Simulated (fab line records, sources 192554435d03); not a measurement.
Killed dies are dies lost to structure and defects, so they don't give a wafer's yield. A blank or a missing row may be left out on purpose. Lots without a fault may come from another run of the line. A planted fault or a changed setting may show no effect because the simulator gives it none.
fab line records | flow n5_finfet
record lots=5 wafers=13 last_day=17
route steps=1938 shown BEOL_M0_SAQP@664 BEOL_M0_CUTY@701 BEOL_M4@1111 PASSIVATION@1936
lots that met no fault: from a run of the same line without faults
start_h: hours from the record's first day to the start of the lot's first wafer shown | wait_h: hours since the lot's step before | " the same as in the row above | L1.1+2: a row that stands for several wafers | - no value, or no start given | * or withheld: withheld | < > ~ a bound
route shown NAME@n: a module of which the file shows steps, and the number in the route of the first | usual: mean/standard deviation of fault-free wafers | same: alike in all rows | chamber/n: place in a boat | sites: the reading at each site | _std_site: their standard deviation | _edge_site: outer sites' mean less inner sites' | radius_mm: how far each site lies from the wafer's centre | mask NAME#n: copy n | behind: the tool/chamber that last shaped the wafer | hold: why the lot was held/for how many hours/how that ended | device: the transistor (n, p or np) that didn't switch | end of line: the same wafers' tests at the end of the route | a step without rows: its recipe alone | killed: dies lost to structure and defects at the first sort, not the wafer's yield | map: a wafer's dies, x killed, . not, _ none there
set.NAME: the setting as run; set.NAME@STEP: as run at that earlier step | model.NAME: the simulator's own value behind a step, which no gauge read
lots at some steps of the route; a table a step, a row a wafer
services: from which hour (start_h, from the record's first day; less than 0 if before it) a tool's chamber was out of use, for how many hours, and why
## steps
# step N5_BEOL_M0_SAQP_SPACER1_ETCHBACK_99
# recipe chemistry=CHF3/O2 mode=anisotropic_etchback target=SiO2 target_depth_a=154 time_s=7.7 pressure_mtorr=30 source_w=650 bias_w=170 Ar_flow_sccm=200 CHF3_flow_sccm=50 O2_flow_sccm=5 ion_energy_ev=200
# step N5_BEOL_M0_SAQP_MANDREL1_REMOVE_100
# recipe chemistry=HBr/Cl2/O2 bt_time_s=10 target=a-Si stop_on=SiNx endpoint=OES-SiCl over_etch_frac=0.85 icp_w=600 bias_w=30 HBr_flow_sccm=150 Cl2_flow_sccm=80 O2_flow_sccm=5 pressure_mtorr=10
# step N5_BEOL_M0_SAQP_ETCH_101
# recipe chemistry=CH3F/O2 target=SiNx mask_material=SiO2 target_depth_a=299 time_s=42.7 pressure_mtorr=30 source_w=395 bias_w=73 Ar_flow_sccm=150 CH3F_flow_sccm=30 O2_flow_sccm=20 ion_energy_ev=120
# step N5_BEOL_M0_SAQP_ETCH_102
# recipe chemistry=CF4 target=SiO2 target_depth_a=40 ion_energy_ev=350 time_s=4.4 pressure_mtorr=10 icp_w=800 bias_w=400 cf4_flow_sccm=80
# step N5_BEOL_M0_SAQP_MANDREL_ETCH_103
# recipe chemistry=HBr/Cl2 target=a-Si target_depth_a=450 bt_time_s=10 stop_on=SiCN mask_material=SiO2 over_etch_frac=0.8 time_s=27 pressure_mtorr=10 icp_w=800 bias_w=75 HBr_flow_sccm=150 Cl2_flow_sccm=80 ends=end_point
# step N5_BEOL_M0_SAQP_RECESS_104
# recipe chemistry=HF/NH3 target=SiO2 target_depth_a=180 afs_cycles=3 temp_c=30 sublimation_temp_c=180 sublimation_time_s=60
# step N5_BEOL_M0_SAQP_COAT_105
# recipe resist=SOC temp_c=250 time_s=60 spin_rpm=1500 resist_thk_nm=100
# step N5_BEOL_M0_SAQP_ETCH_106
# recipe chemistry=N2/H2 target=SOC target_depth_a=1500 stop_on=SiNx ion_energy_ev=100 bias_w=61 pressure_mtorr=30 source_w=850 n2_flow_sccm=200 h2_flow_sccm=200
# step N5_BEOL_M0_SAQP_ETCH_107
# recipe chemistry=CH3F/O2 target=SiNx target_depth_a=300 mask_material=SOC pressure_mtorr=30 source_w=395 bias_w=73 Ar_flow_sccm=150 CH3F_flow_sccm=30 O2_flow_sccm=20 ion_energy_ev=120
# step N5_BEOL_M0_SAQP_STRIP_108
# recipe chemistry=N2/H2 power_w=500 temp_c=40 pressure_mtorr=50 rf_frequency_hz=6e+07 overash_fraction=0.3 bias_power_w=28 h2_frac=0.5 n2_flow_sccm=300 h2_flow_sccm=300
# step N5_BEOL_M0_SAQP_RECESS_109
# recipe chemistry=HF/NH3 target=SiO2 target_depth_a=30 afs_cycles=1 temp_c=30 sublimation_temp_c=180 sublimation_time_s=60
# step N5_BEOL_M0_SAQP_SPACER2_ALD_26
# recipe material=SiO2 target_thk_a=150 temp_c=300 ald_precursor_family=BDEAS ald_co_reactant=O2-plasma pulse_time_s=1 purge_time_s=2 co_reactant_purge_time_s=2 pressure_torr=2
# usual heater_power_w=480/80 precursor_pulse_height_rel=0.998/0.021
# columns lot.wafer tool chamber start_h wait_h heater_power_w precursor_pulse_height_rel model.SiO2_of_BEOL_M0_SAQP_SPACER2_ALD_26.thk_nm
L132.4 ald_sin-02 1 177.95 0.1 501 0.984 15
L132.5 " 2 " " 453 0.994 15
L132.6 " 1 " " 500 0.979 15
L133.1 ald_sin-02 1 184.76 0.1 516 1.034 15
L133.4 " 2 " " 447 0.979 21.8
L133.5 " 2 " " 447 0.986 15
L134.1 ald_sin-02 3 185.28 0.5 504 1.031 15
L134.4 " 2 " " 454 1.044 21.8
L137.4 ald_sin-02 2 202.23 0.1 445 0.981 21.8
L137.6 " 1 " " 500 1.012 15
L144.2 ald_sin-03 2 244.21 0.5 535 0.981 15
L144.3 " 0 " " 383 1.002 15
L144.6 " 0 " " 380 0.978 15
# step N5_BEOL_M0_SAQP_SPACER2_ETCHBACK_27
# recipe chemistry=CHF3/O2 mode=anisotropic_etchback target=SiO2 target_depth_a=225 time_s=11.25 pressure_mtorr=30 source_w=650 bias_w=170 Ar_flow_sccm=200 CHF3_flow_sccm=50 O2_flow_sccm=5 ion_energy_ev=200
# step N5_BEOL_M0_SAQP_MANDREL2_REMOVE_110
# recipe chemistry=HBr/Cl2/O2 bt_time_s=10 target=a-Si stop_on=SiCN endpoint=OES-SiCl over_etch_frac=1 icp_w=600 bias_w=30 HBr_flow_sccm=150 Cl2_flow_sccm=80 O2_flow_sccm=5 pressure_mtorr=10
# usual drypump_motor_current_A=5.6/0.43 oes_product_au=1.002/0.017 throttle_valve_pct=36.76/0.28
# columns lot.wafer tool chamber start_h wait_h drypump_motor_current_A oes_product_au rf_hours_counter_h throttle_valve_pct model.BEOL_M0_SAQP.cd_nm model.SiO2_of_BEOL_M0_SAQP_SPACER2_ALD_26.thk_nm
L132.4 rie_si-02 1 178.59 0.1 5.9 0.986 40 36.96 15.2 10.6
L132.5 " 2 " " 5.0 1.001 - 36.76 14.8 10.6
L132.6 " 1 " " 5.9 0.986 - 36.97 15 10.6
L133.1 rie_si-02 1 185.40 0.1 5.9 0.993 40 36.97 15 10.6
L133.4 " 0 " " 5.2 0.988 155 36.31 21.6 17.4
L133.5 " 2 " " 5.1 1.004 - 36.76 15 10.6
L134.1 rie_si-06 3 185.93 0.1 6.3 1.012 2 36.80 15.2 10.6
L134.4 " 1 " " 5.6 1.023 142 36.85 21.8 17.4
L137.4 rie_si-06 2 202.87 0.1 5.7 1.019 62 37.16 21.6 17.4
L137.6 " 1 " " 5.6 1.020 - 36.86 15 10.6
L144.2 rie_si-02 2 244.85 0.1 5.0 0.994 105 36.75 15 10.6
L144.3 " 0 " " 5.2 0.989 156 36.32 14.8 10.6
L144.6 " 2 " " 5.0 1.012 - 36.75 15 10.6
# step N5_BEOL_M0_SAQP_CD_MEAS_29
# recipe target_cd_nm=14.4 landing_energy_ev=1000 detector=se_inlens
# usual cd_nm=14.96/0.25
# same landing_energy_ev=1000
# columns lot.wafer tool chamber start_h wait_h cd_nm
L132.4 cd_sem-02 0 178.70 0.1 15.40
L132.5 " 0 " " 14.84
L132.6 " 0 " " 15.23
L133.1 cd_sem-02 0 185.51 0.1 15.06
L133.4 " 0 " " 21.78
L133.5 " 0 " " 14.94
L134.1 cd_sem-01 0 186.04 0.1 15.34
L134.4 " 0 " " 22.02
L137.4 cd_sem-02 0 202.98 0.1 21.61
L137.6 " 0 " " 14.78
L144.2 cd_sem-01 0 244.96 0.1 14.93
L144.3 " 0 " " 14.82
L144.6 " 0 " " 14.91
# step N5_BEOL_M0_SAQP_COAT_69
# recipe resist=SOC temp_c=250 time_s=60 spin_rpm=1500 resist_thk_nm=90
# step N5_BEOL_M0_SAQP_COAT_72
# recipe resist=SiARC temp_c=220 time_s=60 spin_rpm=1500 resist_thk_nm=15
# step N5_BEOL_M0_SAQP_COAT_87
# recipe resist=underlayer temp_c=205 time_s=60 spin_rpm=1500 resist_thk_nm=5
# step N5_BEOL_M0_SAQP_COAT_34
# recipe resist=CAR-EUV spin_rpm=1500 resist_thk_nm=30
# step N5_BEOL_M0_SAQP_EBR_36
# recipe solvent=PGMEA ebr_width_mm=1.5
# step N5_BEOL_M0_SAQP_SOFTBAKE_35
# recipe temp_c=110 time_s=60 resist=CAR-EUV
# step N5_BEOL_M0_SAQP_EXPOSE_37
# recipe mask_id=M0_CUT1 na=0.33 source_shape=annular sigma_inner=0.35 sigma_outer=0.8 polarization=unpolarized target_cd_nm=30 dose_mj=44.75
# step N5_BEOL_M0_SAQP_PEB_38
# recipe peb_temp_c=100 peb_time_s=60 resist=CAR-EUV
# step N5_BEOL_M0_SAQP_DEVELOP_39
# recipe develop_time_s=30 developer=TMAH resist=CAR-EUV rinse_liquid=surfactant_rinse dry=air_spin dev_temp_c=23
# step N5_BEOL_M0_SAQP_DESCUM_45
# recipe chemistry=O2 time_s=7 source_power_w=50 bias_power_w=20 pressure_mtorr=20 rf_frequency_hz=2.712e+07 temp_c=40 resist=CAR-EUV o2_flow_sccm=225
# step N5_BEOL_M0_SAQP_ETCH_88
# recipe chemistry=N2/H2 target=underlayer target_depth_a=65 time_s=5.2 ion_energy_ev=200 mask_material=CAR-EUV pressure_mtorr=30 source_w=840 bias_w=150 n2_flow_sccm=200 h2_flow_sccm=200 ends=cleared
# step N5_BEOL_M0_SAQP_ETCH_73
# recipe chemistry=CF4 target=SiARC target_depth_a=195 mask_material=CAR-EUV time_s=32.5 ion_energy_ev=80 pressure_mtorr=40 source_w=545 bias_w=36 Ar_flow_sccm=100 cf4_flow_sccm=100 ends=cleared
# step N5_BEOL_M0_SAQP_CUT_ETCH_46
# recipe chemistry=N2/H2 target=SOC target_depth_a=1350 overetch_a=270 temp_c=40 time_s=202.5 ion_energy_ev=200 mask_material=SiARC pressure_mtorr=30 source_w=840 bias_w=150 n2_flow_sccm=200 h2_flow_sccm=200
# step N5_BEOL_M0_SAQP_STRIP_74
# recipe chemistry=N2/H2 temp_c=40 n2_flow_sccm=200 h2_flow_sccm=200 rf_frequency_hz=6e+07
# step N5_BEOL_M0_SAQP_STRIP_89
# recipe chemistry=N2/H2 temp_c=40 n2_flow_sccm=200 h2_flow_sccm=200 rf_frequency_hz=6e+07
# step N5_BEOL_M0_SAQP_ALD_48
# recipe material=SiO2 target_thk_a=200 temp_c=100 ald_precursor_family=BDEAS ald_co_reactant=O2-plasma pulse_time_s=1 co_reactant_pulse_time_s=1 purge_time_s=2 co_reactant_purge_time_s=2 ald_cycles=139 pressure_torr=2
# step N5_BEOL_M0_SAQP_ETCH_49
# recipe chemistry=CF4/O2 target_depth_a=370 target=SiO2 pressure_mtorr=40 source_w=535 bias_w=49 Ar_flow_sccm=100 cf4_flow_sccm=100 O2_flow_sccm=10 ion_energy_ev=100
# step N5_BEOL_M0_SAQP_STRIP_75
# recipe chemistry=CF4 resist=SiARC power_w=300 bias_power_w=75 pressure_mtorr=50 cf4_flow_sccm=150 rf_frequency_hz=6e+07
# step N5_BEOL_M0_CUTY_COAT_50
# recipe resist=SiARC temp_c=220 time_s=60 spin_rpm=1500 resist_thk_nm=15
# step N5_BEOL_M0_CUTY_COAT_51
# recipe resist=CAR-ArF-block spin_rpm=1500 resist_thk_nm=150
# step N5_BEOL_M0_CUTY_EBR_52
# recipe solvent=PGMEA ebr_width_mm=1.5
# step N5_BEOL_M0_CUTY_SOFTBAKE_53
# recipe temp_c=110 time_s=60 resist=CAR-ArF-block
# step N5_BEOL_M0_CUTY_EXPOSE_54
# recipe mask_id=M0_ABLK na=1.35 source_shape=conventional sigma_outer=0.8 polarization=unpolarized dose_mj=36
# step N5_BEOL_M4_RC_MEAS_101
# usual DIBL_N=36.8/1.5 DIBL_P=37.1/2.1 IOFF_N=0.168/0.03 IOFF_P=0.22/0.034 ION_N=679/12 ION_P=466/8 SS_N=71.7/0.58 SS_P=73.5/0.67 VT_N=248.8/2.7 VT_P=-250/3.3
# columns lot.wafer tool chamber start_h wait_h DIBL_N[mV/V] DIBL_P[mV/V] IOFF_N[nA/um] IOFF_P[nA/um] ION_N[uA/um] ION_P[uA/um] SS_N[mV/dec] SS_P[mV/dec] VT_N[mV] VT_P[mV]
L132.4 prober-02 0 216.58 0.5 36.7 38.2 0.169 0.20 673 459 71.4 73.1 248.1 -253
L132.5 " 0 " " 37.8 39.3 0.189 0.22 680 461 71.5 74.2 245.8 -251
L132.6 " 0 " " 37.0 37.7 0.177 0.21 681 458 71.6 73.9 248.0 -252
L133.1 prober-01 0 237.24 0.0 36.7 34.8 0.153 0.19 673 458 71.5 73.8 249.5 -255
L133.5 " 0 " " 35.7 34.3 0.158 0.18 678 457 71.0 73.2 247.7 -254
L134.1 prober-02 0 240.32 0.0 40.2 41.8 0.242 0.28 691 470 72.5 74.8 245.4 -246
L137.6 prober-02 0 249.29 0.8 38.1 39.1 0.201 0.22 689 468 73.6 73.5 247.7 -250
L144.2 prober-02 0 296.74 0.2 38.0 37.6 0.201 0.27 688 467 72.2 73.3 247.5 -246
L144.3 " 0 " " 34.4 33.6 0.137 0.19 673 464 71.1 72.2 249.0 -251
L144.6 " 0 " " 37.1 36.5 0.189 0.25 692 475 71.8 73.0 245.8 -245
# step N5_PASSIVATION_PROBE_49
# usual defect_limited_yield=91.0/1.5 killed_at_M0_to_M3=34/11 killed_at_M4_up=14/5.3 killed_at_contacts=13/7 killed_at_front_end=41/13 killed_at_other=4/3.1 killed_dies=106/17 killed_on_rim=14/3.9 killed_open=70/12 killed_short=35/8 sort_bin_5_function=5.2/0.98 sort_bin_6_memory=3.4/0.69 sort_n_pass=1074/17 sort_yield_pct=91.0/1.5
# same gross_dies=1180 killed_at_back_side=0 sort_bin_4_leakage[%]=0 sort_bin_8_speed[%]=0
# columns lot.wafer tool chamber start_h wait_h defect_limited_yield[%] killed_at_M0_to_M3 killed_at_M4_up killed_at_contacts killed_at_front_end killed_at_other killed_dies killed_on_rim killed_open killed_short sort_bin_5_function[%] sort_bin_6_memory[%] sort_n_pass sort_yield_pct[%]
L133.4 prober-02 - 339.74 0.2 0 1089 10 10 61 10 1180 152 77 33 96.6 3.3 0 0
L137.4 prober-01 - 353.21 0.2 0 1089 26 9 56 0 1180 152 88 41 96.0 3.8 0 0
L134.4 prober-02 - 356.65 0.2 0 1118 11 12 33 6 1180 152 63 34 96.4 3.3 0 0
# killed by level:class
L133.4 BEOL_M0_SAQP:area_ald=1070 STI_FIN_REVEAL:geometric_particle:open=22 FIN_SAQP:geometric_particle:short=11 FIN_SAQP:geometric_particle:open=8 MOL_CONTACT_COAG:geometric_particle:open=7 BEOL_M0_SAQP:geometric_particle:short=6 GATE_CUT:geometric_particle:open=5 BEOL_M4:geometric_particle:open=5
L137.4 BEOL_M0_SAQP:area_ald=1051 FIN_SAQP:geometric_particle:open=20 BEOL_M4:geometric_particle:open=13 STI_FIN_REVEAL:geometric_particle:open=9 MOL_CONTACT_COAG:geometric_particle:open=8 BEOL_M0:geometric_particle:short=7 BEOL_M2:geometric_particle:open=7 FIN_SAQP:geometric_particle:short=6
L134.4 BEOL_M0_SAQP:area_ald=1083 BEOL_M2:geometric_particle:open=11 STI_FIN_REVEAL:geometric_particle:open=7 MOL_CONTACT_COAG:geometric_particle:open=7 GATE_CUT:geometric_particle:short=6 BEOL_M0_SAQP:geometric_particle:short=6 MOL_CONTACT_COAG:geometric_particle:short=5 BEOL_M1:geometric_particle:open=5
# map L133.4 (x killed, . not)
_________________xxxxxxxxxxxx________________
______________xxxxxxxxxxxxxxxxxx_____________
___________xxxxxxxxxxxxxxxxxxxxxxxx__________
__________xxxxxxxxxxxxxxxxxxxxxxxxxx_________
________xxxxxxxxxxxxxxxxxxxxxxxxxxxxxx_______
_______xxxxxxxxxxxxxxxxxxxxxxxxxxxxxxxx______
______xxxxxxxxxxxxxxxxxxxxxxxxxxxxxxxxxx_____
_____xxxxxxxxxxxxxxxxxxxxxxxxxxxxxxxxxxxx____
____xxxxxxxxxxxxxxxxxxxxxxxxxxxxxxxxxxxxxx___
___xxxxxxxxxxxxxxxxxxxxxxxxxxxxxxxxxxxxxxxx__
___xxxxxxxxxxxxxxxxxxxxxxxxxxxxxxxxxxxxxxxx__
__xxxxxxxxxxxxxxxxxxxxxxxxxxxxxxxxxxxxxxxxxx_
__xxxxxxxxxxxxxxxxxxxxxxxxxxxxxxxxxxxxxxxxxx_
_xxxxxxxxxxxxxxxxxxxxxxxxxxxxxxxxxxxxxxxxxxxx
_xxxxxxxxxxxxxxxxxxxxxxxxxxxxxxxxxxxxxxxxxxxx
_xxxxxxxxxxxxxxxxxxxxxxxxxxxxxxxxxxxxxxxxxxxx
_xxxxxxxxxxxxxxxxxxxxxxxxxxxxxxxxxxxxxxxxxxxx
_xxxxxxxxxxxxxxxxxxxxxxxxxxxxxxxxxxxxxxxxxxxx
_xxxxxxxxxxxxxxxxxxxxxxxxxxxxxxxxxxxxxxxxxxxx
_xxxxxxxxxxxxxxxxxxxxxxxxxxxxxxxxxxxxxxxxxxxx
_xxxxxxxxxxxxxxxxxxxxxxxxxxxxxxxxxxxxxxxxxxxx
__xxxxxxxxxxxxxxxxxxxxxxxxxxxxxxxxxxxxxxxxxx_
__xxxxxxxxxxxxxxxxxxxxxxxxxxxxxxxxxxxxxxxxxx_
___xxxxxxxxxxxxxxxxxxxxxxxxxxxxxxxxxxxxxxxx__
___xxxxxxxxxxxxxxxxxxxxxxxxxxxxxxxxxxxxxxxx__
____xxxxxxxxxxxxxxxxxxxxxxxxxxxxxxxxxxxxxx___
_____xxxxxxxxxxxxxxxxxxxxxxxxxxxxxxxxxxxx____
______xxxxxxxxxxxxxxxxxxxxxxxxxxxxxxxxxx_____
_______xxxxxxxxxxxxxxxxxxxxxxxxxxxxxxxx______
________xxxxxxxxxxxxxxxxxxxxxxxxxxxxxx_______
__________xxxxxxxxxxxxxxxxxxxxxxxxxx_________
___________xxxxxxxxxxxxxxxxxxxxxxxx__________
______________xxxxxxxxxxxxxxxxxx_____________
_________________xxxxxxxxxxxx________________
# map L134.4 (x killed, . not)
_________________xxxxxxxxxxxx________________
______________xxxxxxxxxxxxxxxxxx_____________
___________xxxxxxxxxxxxxxxxxxxxxxxx__________
__________xxxxxxxxxxxxxxxxxxxxxxxxxx_________
________xxxxxxxxxxxxxxxxxxxxxxxxxxxxxx_______
_______xxxxxxxxxxxxxxxxxxxxxxxxxxxxxxxx______
______xxxxxxxxxxxxxxxxxxxxxxxxxxxxxxxxxx_____
_____xxxxxxxxxxxxxxxxxxxxxxxxxxxxxxxxxxxx____
____xxxxxxxxxxxxxxxxxxxxxxxxxxxxxxxxxxxxxx___
___xxxxxxxxxxxxxxxxxxxxxxxxxxxxxxxxxxxxxxxx__
___xxxxxxxxxxxxxxxxxxxxxxxxxxxxxxxxxxxxxxxx__
__xxxxxxxxxxxxxxxxxxxxxxxxxxxxxxxxxxxxxxxxxx_
__xxxxxxxxxxxxxxxxxxxxxxxxxxxxxxxxxxxxxxxxxx_
_xxxxxxxxxxxxxxxxxxxxxxxxxxxxxxxxxxxxxxxxxxxx
_xxxxxxxxxxxxxxxxxxxxxxxxxxxxxxxxxxxxxxxxxxxx
_xxxxxxxxxxxxxxxxxxxxxxxxxxxxxxxxxxxxxxxxxxxx
_xxxxxxxxxxxxxxxxxxxxxxxxxxxxxxxxxxxxxxxxxxxx
_xxxxxxxxxxxxxxxxxxxxxxxxxxxxxxxxxxxxxxxxxxxx
_xxxxxxxxxxxxxxxxxxxxxxxxxxxxxxxxxxxxxxxxxxxx
_xxxxxxxxxxxxxxxxxxxxxxxxxxxxxxxxxxxxxxxxxxxx
_xxxxxxxxxxxxxxxxxxxxxxxxxxxxxxxxxxxxxxxxxxxx
__xxxxxxxxxxxxxxxxxxxxxxxxxxxxxxxxxxxxxxxxxx_
__xxxxxxxxxxxxxxxxxxxxxxxxxxxxxxxxxxxxxxxxxx_
___xxxxxxxxxxxxxxxxxxxxxxxxxxxxxxxxxxxxxxxx__
___xxxxxxxxxxxxxxxxxxxxxxxxxxxxxxxxxxxxxxxx__
____xxxxxxxxxxxxxxxxxxxxxxxxxxxxxxxxxxxxxx___
_____xxxxxxxxxxxxxxxxxxxxxxxxxxxxxxxxxxxx____
______xxxxxxxxxxxxxxxxxxxxxxxxxxxxxxxxxx_____
_______xxxxxxxxxxxxxxxxxxxxxxxxxxxxxxxx______
________xxxxxxxxxxxxxxxxxxxxxxxxxxxxxx_______
__________xxxxxxxxxxxxxxxxxxxxxxxxxx_________
___________xxxxxxxxxxxxxxxxxxxxxxxx__________
______________xxxxxxxxxxxxxxxxxx_____________
_________________xxxxxxxxxxxx________________
## services
# columns tool chamber start_h hours kind
rie_si-06 - 163.30 0.8 repair
ald_sin-02 1 187.06 8.4 repair
ald_sin-02 - 206.86 2.8 pm
rie_si-02 2 217.46 1.7 repair
rie_si-02 3 221.68 11.3 repair
ald_sin-02 3 223.33 2.2 repair
rie_si-02 2 234.76 1.0 repair
ald_sin-03 3 241.06 5.0 repair
## key
first_sign step=N5_BEOL_M0_SAQP_CD_MEAS_29 reading=cd_nm direction=up sigmas=27 usual=14.96 struck=21.80
effect step=N5_PASSIVATION_PROBE_49 reading=killed_at_M0_to_M3 direction=up sigmas=94 usual=34 struck=1099
model_effect step=N5_BEOL_M0_SAQP_SPACER2_ALD_26 value=SiO2_of_BEOL_M0_SAQP_SPACER2_ALD_26.thk_nm without=15 struck=21.8
model_effect step=N5_BEOL_M0_SAQP_MANDREL2_REMOVE_110 value=BEOL_M0_SAQP.cd_nm without=14.87 struck=21.67
more_kills_born_at N5_BEOL_M0_SAQP_SPACER2_ALD_26@ald_sin-02=3204
met_at N5_BEOL_M0_SAQP_SPACER2_ALD_26
struck_wafers L133.4,L134.4,L137.4
later_rows_left_out L133.4,L134.4,L137.4
fault kind=process_parameter_drift tool=ald_sin-02 chamber=- onset_h=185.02 steps=N5_BEOL_M0_SAQP_SPACER2_ALD_26 channel=target_thk_a offset=* shape=step end_h=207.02 scope=struck_wafers_only acts_in=* stated=*
# later_rows_left_out: the simulator's readings of these wafers behind a module that went badly wrong aren't trusted and aren't shown, but for the sort
